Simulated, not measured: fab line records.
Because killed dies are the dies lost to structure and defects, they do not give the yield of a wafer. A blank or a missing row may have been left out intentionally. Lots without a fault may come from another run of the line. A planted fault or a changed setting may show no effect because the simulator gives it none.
fab line records	flow nand-harc
record: lots: 7	wafers: 20	last-day: 24
route steps=1159 shown P_M1@311 P_M2@318 END@1159
lots with no fault: from the same line, run without faults
start-h: start of the lot's first displayed wafer, in hours after the record's first day	wait-h: hours since the lot's step before	" the same as in the row above	L1.1+2: several wafers, shown together as one row	- value missing, or start not given	* or withheld: withheld	< > ~ a bound
route shown NAME@n: NAME is a module with steps in the file, n the number in the route of the first one	usual: average and standard deviation across the fault-free wafers	same: alike in all rows	chamber/n: place in a boat	sites: readings site by site	_std_site: their standard deviation	_edge_site: outer sites' mean less inner sites'	radius-mm: how far each site lies from the wafer's centre	mask NAME#n: copy n	behind: the last tool/chamber to shape the wafer	hold: the reason the lot was held/the length of the hold in hours/how it ended	device: names the non-switching transistor (n, p or np)	end of line: the route-end tests of the same wafers	step lacking rows: just its recipe	killed: the dies lost at the first sort to structure and to defects; this is not the yield of the wafer	map: per-die view of a wafer (x killed, . not killed, _ where there is no die)
set.NAME: the setting as run; set.NAME@STEP: as run at that earlier step	model.NAME: the simulator's own value behind a step, which no gauge read
lots at selected steps of the route; one table per step, one row per wafer
services: when a tool's chamber went out of use (start-h, in hours from the record's first day, below 0 if earlier), for how many hours, and the reason
== steps ==
step: NHARC_P_M1_CMP_23
recipe: t-overpolish-s: 20	target-thk-nm: 157.82
usual: motor-current-A: 11.9/1.2	time-to-endpoint-s: 28/3.1
lot.wafer	tool	chamber	start-h	wait-h	motor-current-A	time-to-endpoint-s
L257.3	cmp-04	2	131.56	-	11.7	31
L257.4	"	0	"	"	11.3	30
L257.6	"	3	"	"	14.5	33
L260.2	cmp-04	0	140.43	-	10.7	28
L260.1	"	1	"	"	13.9	28
L260.3	"	2	"	"	12.2	31
L275.4	cmp-01	2	227.00	-	13.0	33
L275.5	"	3	"	"	10.2	32
L275.6	"	0	"	"	12.8	34
L276.4	cmp-04	1	231.14	-	13.6	25
L276.1	"	2	"	"	11.7	27
L276.5	"	1	"	"	14.0	25
L277.3	cmp-02	0	238.58	-	10.9	32
L277.1	"	2	"	"	12.8	25
L279.4	cmp-01	0	254.28	-	13.1	31
L279.6	"	3	"	"	10.2	26
L279.5	"	0	"	"	12.9	31
L280.2	cmp-01	3	254.59	-	10.1	29
L280.1	"	1	"	"	11.8	24
L280.5	"	3	"	"	10.0	28
step: NHARC_P_M1_THK_MEAS_24
recipe: thk-meas-gauge: xrf
usual: thk-nm: 157.3/1.5
lot.wafer	tool	chamber	start-h	wait-h	thk-nm
L257.3	film-metro-01	-	131.87	-	158.0
L257.4	"	-	"	"	159.3
L257.6	"	-	"	"	158.1
L260.1	film-metro-01	-	140.74	-	155.4
L260.2	"	-	"	"	158.3
L260.3	"	-	"	"	157.4
L275.4	film-metro-02	-	227.23	-	158.5
L275.5	"	-	"	"	159.1
L275.6	"	-	"	"	160.0
L276.1	film-metro-01	-	231.43	-	157.9
L276.4	"	-	"	"	157.9
L276.5	"	-	"	"	154.7
L277.1	film-metro-01	-	238.87	-	155.1
L277.3	"	-	"	"	157.1
L279.4	film-metro-01	-	254.57	-	155.9
L279.5	"	-	"	"	154.6
L279.6	"	-	"	"	156.1
L280.1	film-metro-02	-	254.87	-	155.4
L280.2	"	-	"	"	156.4
L280.5	"	-	"	"	157.0
step: NHARC_P_M1_SRD_25
step: NHARC_P_M1_INSPECT_27
usual: raw-defect-count: 302/90
lot.wafer	tool	chamber	start-h	wait-h	raw-defect-count
L257.3	defect-inspect-02	-	132.03	0.0	213
L257.4	"	-	"	"	233
L257.6	"	-	"	"	276
L260.1	defect-inspect-02	-	140.90	0.0	323
L260.2	"	-	"	"	217
L260.3	"	-	"	"	284
L275.4	defect-inspect-01	-	227.39	0.0	439
L275.5	"	-	"	"	534
L275.6	"	-	"	"	327
L276.1	defect-inspect-01	-	231.58	0.0	268
L276.4	"	-	"	"	381
L276.5	"	-	"	"	301
L277.1	defect-inspect-02	-	239.03	0.0	168
L277.3	"	-	"	"	361
L279.4	defect-inspect-02	-	254.73	0.0	301
L279.5	"	-	"	"	225
L279.6	"	-	"	"	311
L280.1	defect-inspect-02	-	255.05	0.0	254
L280.2	"	-	"	"	215
L280.5	"	-	"	"	248
step: NHARC_P_M1_PRE_CLEAN_32
recipe: time-s: 12	temp-c: 370	rf-power-w: 300	gas: NH3
usual: heater-power-w: 636/76
lot.wafer	tool	chamber	start-h	wait-h	heater-power-w
L257.3	pecvd-02	1	132.12	0.1	554
L257.6	"	0	"	"	716
L257.4	"	1	"	"	565
L260.2	pecvd-03	0	140.97	0.1	563
L260.1	"	1	"	"	572
L260.3	"	2	"	"	619
L275.4	pecvd-02	2	228.10	0.7	704
L275.5	"	0	"	"	638
L275.6	"	1	"	"	561
L276.1	pecvd-02	0	231.66	0.1	766
L276.4	"	0	"	"	782
L276.5	"	1	"	"	524
L277.3	pecvd-04	0	239.11	0.1	607
L277.1	"	1	"	"	628
L279.4	pecvd-03	2	254.83	0.1	605
L279.6	"	0	"	"	583
L279.5	"	1	"	"	677
L280.1	pecvd-02	0	255.12	0.1	767
L280.2	"	1	"	"	531
L280.5	"	0	"	"	779
step: NHARC_P_M1_DEP_33
recipe: target-thk-a: 300	temp-c: 370	target-thk-nm: 30	pressure-torr: 3	flow-sccm: 200	rf-w: 450	material: SiCN
usual: heater-power-w: 578/71
lot.wafer	tool	chamber	start-h	wait-h	heater-power-w
L257.3	pecvd-02	1	132.26	0.1	453
L257.6	"	0	"	"	621
L257.4	"	1	"	"	462
L260.2	pecvd-03	0	141.05	0.1	542
L260.1	"	1	"	"	605
L260.3	"	2	"	"	517
L275.4	pecvd-02	2	228.27	0.2	598
L275.5	"	0	"	"	580
L275.6	"	1	"	"	484
L276.1	pecvd-02	0	231.77	0.1	618
L276.4	"	0	"	"	628
L276.5	"	1	"	"	494
L277.3	pecvd-04	0	239.21	0.1	613
L277.1	"	1	"	"	524
L279.4	pecvd-03	2	255.00	0.2	620
L279.6	"	0	"	"	472
L279.5	"	1	"	"	529
L280.1	pecvd-02	0	255.20	0.1	694
L280.2	"	1	"	"	498
L280.5	"	0	"	"	684
step: NHARC_P_M2_DEP_00
recipe: target-thk-a: 1825	target-thk-nm: 182.5	temp-c: withheld	pressure-torr: 5	flow-sccm: 200	rf-w: 600	material: SiOC
step: NHARC_P_M2_DEHYDRATE_01
recipe: temp-c: 150	time-s: 120
step: NHARC_P_M2_HMDS_02
recipe: time-s: 30
step: NHARC_P_M2_COAT_34
recipe: temp-c: 200	time-s: 65
step: NHARC_P_M2_COAT_03
recipe: spin-rpm: 1500	resist-thk-nm: 90
step: NHARC_P_M2_SOFTBAKE_04
recipe: temp-c: 105	time-s: 55
usual: heater-power-total-W: 188.47/0.14
lot.wafer	tool	chamber	start-h	wait-h	heater-power-total-W
L257.3	litho-track-01	0	132	-	188.33
L257.4	"	0	"	"	188.32
L257.6	"	0	"	"	188.66
L260.1	litho-track-06	0	141	-	188.33
L260.2	"	0	"	"	188.79
L260.3	"	0	"	"	188.36
L275.4	litho-track-06	0	229	-	322.99
L275.5	"	0	"	"	188.49
L275.6	"	0	"	"	188.31
L276.1	litho-track-06	0	232	-	188.72
L276.4	"	0	"	"	323.01
L276.5	"	0	"	"	188.41
L277.1	litho-track-06	0	240	-	188.25
L277.3	"	0	"	"	323.13
L279.4	litho-track-01	0	255	-	188.37
L279.5	"	0	"	"	188.40
L279.6	"	0	"	"	188.41
L280.1	litho-track-04	0	256	-	188.77
L280.2	"	0	"	"	188.40
L280.5	"	0	"	"	188.31
step: NHARC_P_M2_EBR_05
step: NHARC_END_SORT_01
recipe: temp-c: 25
usual: defect-limited-yield: 95.3/1.7	killed-at-array: 28/11	killed-at-other: 0.8/1.1	killed-at-periphery: 3.3/2.8	killed-dies: 32/11	killed-open: 3.3/1.9	killed-short: 1.9/1.4	sort_bin_2_pct: 1.4/0.68	sort_bin_3_pct: 0.25/0.24	sort_bin_4_pct: 3.0/1.1	sort-n-pass: 645/11	sort-rim-yield-pct: 95.3/2.5	sort-yield-pct: 95.3/1.7
same: gross-dies: 677	sort_bin_5_pct[%]: 0	sort_bin_6_pct[%]: 0	sort_bin_7_pct[%]: 0	sort_bin_8_pct[%]: 0	sort-rim-n-gross: 106.00
lot.wafer	tool	chamber	start-h	wait-h	defect-limited-yield[%]	killed-at-array	killed-at-other	killed-at-periphery	killed-dies	killed-open	killed-short	sort_bin_2_pct[%]	sort_bin_3_pct[%]	sort_bin_4_pct[%]	sort-n-pass	sort-rim-yield-pct[%]	sort-yield-pct[%]
L257.3	prober-02	0	450.11	3.1	97.0	20	0	0	20	2	3	1.0	0	1.9	657	100.0	97.0
L257.4	prober-02	0	450.90	3.4	95.6	26	1	3	30	5	1	1.3	0.15	3.0	647	95.3	95.6
L257.6	prober-02	0	452.48	3.9	96.0	22	0	5	27	3	2	1.6	0.30	2.1	650	94.3	96.0
L260.1	prober-01	0	456.45	2.5	92.6	37	1	12	50	2	2	2.1	0.15	5.2	627	91.5	92.6
L260.2	prober-01	0	457.24	2.8	95.1	26	1	6	33	5	0	1.5	0.44	3.0	644	94.3	95.1
L260.3	prober-01	0	458.04	3.1	94.4	26	1	11	38	3	4	2.1	0	3.5	639	95.3	94.4
L275.4	prober-02	0	563.34	3.4	94.2	38	0	1	39	2	0	1.5	0.44	3.8	638	97.2	94.2
L275.5	prober-02	0	564.13	3.7	93.1	45	0	2	47	3	0	2.2	0	4.7	630	98.1	93.1
L275.6	prober-02	0	564.93	4.0	93.4	41	2	2	45	3	1	2.4	0.74	3.5	632	89.6	93.4
L276.1	prober-02	0	568.73	2.5	97.8	14	0	1	15	1	4	0.7	0	1.5	662	94.3	97.8
L276.4	prober-02	0	571.12	3.4	97.6	15	0	1	16	3	2	0.9	0	1.5	661	95.3	97.6
L276.5	prober-02	0	571.92	3.7	97.5	16	0	1	17	2	2	0.7	0	1.8	660	98.1	97.5
L280.1	prober-02	0	584.24	2.5	90.8	52	5	5	62	1	1	3.4	1.03	4.7	615	94.3	90.8
L280.2	prober-02	0	585.03	2.8	91.6	51	1	5	57	6	2	2.5	0.59	5.3	620	94.3	91.6
L280.5	prober-02	0	587.41	3.7	92.3	44	3	5	52	4	3	1.9	1.18	4.6	625	94.3	92.3
killed by level:class
L257.3 A_CHANNEL_HOLE_D1:chamber-film-flake=13 A_CONTACT:geometric-particle:open=2 A_SOURCE_PLATE:geometric-particle:short=1 A_SGD_CUT:geometric-particle:short=1 A_CONTACT:geometric-particle:short=1 A_SLIT:unspecified=1 A_BONDPAD:chamber-film-flake=1
L257.4 A_CHANNEL_HOLE_D1:chamber-film-flake=18 P_STI:chamber-film-flake=3 A_CONTACT:geometric-particle:open=2 A_ONON_D1:geometric-particle:open=1 A_CHANNEL_FILL_D1:geometric-particle:open=1 A_SGD_CUT:geometric-particle:open=1 STARTING-WAFER:geometric-particle:short=1 A_STAIRCASE:chamber-film-flake=1
L257.6 A_CHANNEL_HOLE_D1:chamber-film-flake=13 P_STI:chamber-film-flake=3 A_SLIT:chamber-film-flake=2 A_CONTACT:chamber-film-flake=2 P_GATE:geometric-particle:short=1 P_CONTACT:geometric-particle:open=1 A_ONON_D1:geometric-particle:open=1 A_CHANNEL_HOLE_D1:geometric-particle:short=1
L260.1 A_CHANNEL_HOLE_D1:chamber-film-flake=13 A_SLIT:chamber-film-flake=12 A_WL_FILL:chamber-film-flake=6 P_M0:chamber-film-flake=3 P_BONDPAD:chamber-film-flake=3 A_WL_FILL:geometric-particle:short=2 P_ZERO_WELL:chamber-film-flake=2 P_GATE:chamber-film-flake=2
L260.2 A_CHANNEL_HOLE_D1:chamber-film-flake=14 A_SLIT:chamber-film-flake=7 P_M0:geometric-particle:open=2 A_ONON_D1:geometric-particle:open=1 A_CONTACT:geometric-particle:open=1 A_BLC:geometric-particle:open=1 P_ZERO_WELL:chamber-film-flake=1 P_GATE:chamber-film-flake=1
L260.3 A_CHANNEL_HOLE_D1:chamber-film-flake=11 A_SLIT:chamber-film-flake=6 A_WL_FILL:chamber-film-flake=4 P_M0:chamber-film-flake=4 A_WL_FILL:geometric-particle:short=2 P_BONDPAD:chamber-film-flake=2 P_GATE:geometric-particle:short=1 P_CONTACT:geometric-particle:open=1
L275.4 A_CHANNEL_HOLE_D1:chamber-film-flake=20 A_SLIT:chamber-film-flake=15 A_STAIRCASE:chamber-film-flake=2 P_GATE:geometric-particle:open=1 A_M0:geometric-particle:open=1
L275.5 A_CHANNEL_HOLE_D1:chamber-film-flake=24 A_SLIT:chamber-film-flake=18 P_GATE:geometric-particle:open=1 P_M0:geometric-particle:open=1 A_BLC:geometric-particle:open=1 A_STAIRCASE:chamber-film-flake=1 A_CONTACT:chamber-film-flake=1
L275.6 A_CHANNEL_HOLE_D1:chamber-film-flake=26 A_SLIT:chamber-film-flake=11 A_CONTACT:chamber-film-flake=2 P_CONTACT:geometric-particle:open=1 P_M0:geometric-particle:open=1 A_ONON_D1:geometric-particle:open=1 A_CHANNEL_FILL_D1:geometric-particle:short=1 THIN_TSV:chamber-film-flake=1
L276.1 A_CHANNEL_HOLE_D1:chamber-film-flake=5 A_CONTACT:chamber-film-flake=5 P_CONTACT:geometric-particle:short=1 A_ONON_D1:geometric-particle:short=1 A_CHANNEL_FILL_D1:geometric-particle:short=1 A_M0:geometric-particle:open=1 A_M0:geometric-particle:short=1
L276.4 A_CHANNEL_HOLE_D1:chamber-film-flake=5 A_STAIRCASE:chamber-film-flake=3 A_CONTACT:geometric-particle:open=2 A_CONTACT:chamber-film-flake=2 A_SOURCE_PLATE:geometric-particle:open=1 A_CHANNEL_FILL_D1:geometric-particle:short=1 A_CONTACT:geometric-particle:short=1 P_BONDPAD:chamber-film-flake=1
L276.5 A_CHANNEL_HOLE_D1:chamber-film-flake=6 A_CONTACT:chamber-film-flake=6 P_CONTACT:geometric-particle:open=1 A_ONON_D1:geometric-particle:short=1 A_CHANNEL_FILL_D1:geometric-particle:short=1 A_BLC:geometric-particle:open=1 A_SLIT:chamber-film-flake=1
L280.1 A_CHANNEL_HOLE_D1:chamber-film-flake=25 A_SLIT:chamber-film-flake=12 A_WL_FILL:chamber-film-flake=6 A_CONTACT:chamber-film-flake=6 P_STI:chamber-film-flake=4 THIN_TSV:chamber-film-flake=4 P_CONTACT:geometric-particle:open=1 STARTING-WAFER:geometric-particle:short=1
L280.2 A_CHANNEL_HOLE_D1:chamber-film-flake=23 A_SLIT:chamber-film-flake=16 A_CONTACT:chamber-film-flake=3 A_WL_FILL:geometric-particle:short=2 P_M2:chamber-film-flake=2 A_WL_FILL:chamber-film-flake=2 P_GATE:geometric-particle:open=1 P_M0:geometric-particle:open=1
L280.5 A_CHANNEL_HOLE_D1:chamber-film-flake=19 A_SLIT:chamber-film-flake=17 P_GATE:chamber-film-flake=4 THIN_TSV:chamber-film-flake=3 A_WL_FILL:geometric-particle:open=2 P_M1:geometric-particle:open=1 A_ONON_D1:geometric-particle:short=1 A_CHANNEL_HOLE_D1:geometric-particle:open=1
== services ==
tool	chamber	start-h	hours	kind
pecvd-03	-	111.48	13.0	pm
litho-track-06	-	117.00	7.0	pm
cmp-01	-	117.07	3.2	repair
pecvd-02	-	123.22	0.9	repair
cmp-02	-	128.50	4.0	pm
cmp-04	-	130.05	0.6	repair
cmp-01	-	133.97	3.2	repair
cmp-01	-	140.08	0.4	repair
litho-track-04	-	141.00	7.0	pm
pecvd-04	2	148.30	5.7	repair
cmp-01	-	148.99	0.5	repair
cmp-04	-	151.76	1.1	repair
pecvd-02	-	153.33	13.0	pm
cmp-04	-	154.51	0.9	repair
cmp-04	-	159.14	1.7	repair
cmp-02	-	164.89	2.2	repair
pecvd-02	-	178.66	1.9	repair
cmp-01	-	179.50	4.0	pm
cmp-02	-	192.04	3.8	repair
pecvd-04	-	195.41	13.0	pm
pecvd-02	1	197.67	1.8	repair
cmp-04	-	203.11	4.0	pm
cmp-02	-	212.71	2.3	repair
pecvd-03	-	233.74	1.1	repair
== key ==
first-sign: step: NHARC_P_M2_SOFTBAKE_04	reading: heater-power-total-W	direction: up	sigmas: 99+	usual: *	struck: *
effect none on later readings
met-at NHARC_P_M2_SOFTBAKE_04
struck-wafers L275.4,L276.4,L277.3
sort-left-out L277.3
onset-between 141 229
fault: kind: process-parameter-drift	tool: litho-track-06	chamber: -	onset-h: 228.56	steps: NHARC_P_M2_SOFTBAKE_04	channel: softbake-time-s	offset: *	shape: step	end-h: 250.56	scope: struck-wafers-only	acts-in: *	stated: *
sort-left-out: the simulated sort isn't trusted on such a fault, so these wafers' sort isn't shown, and their yield isn't known
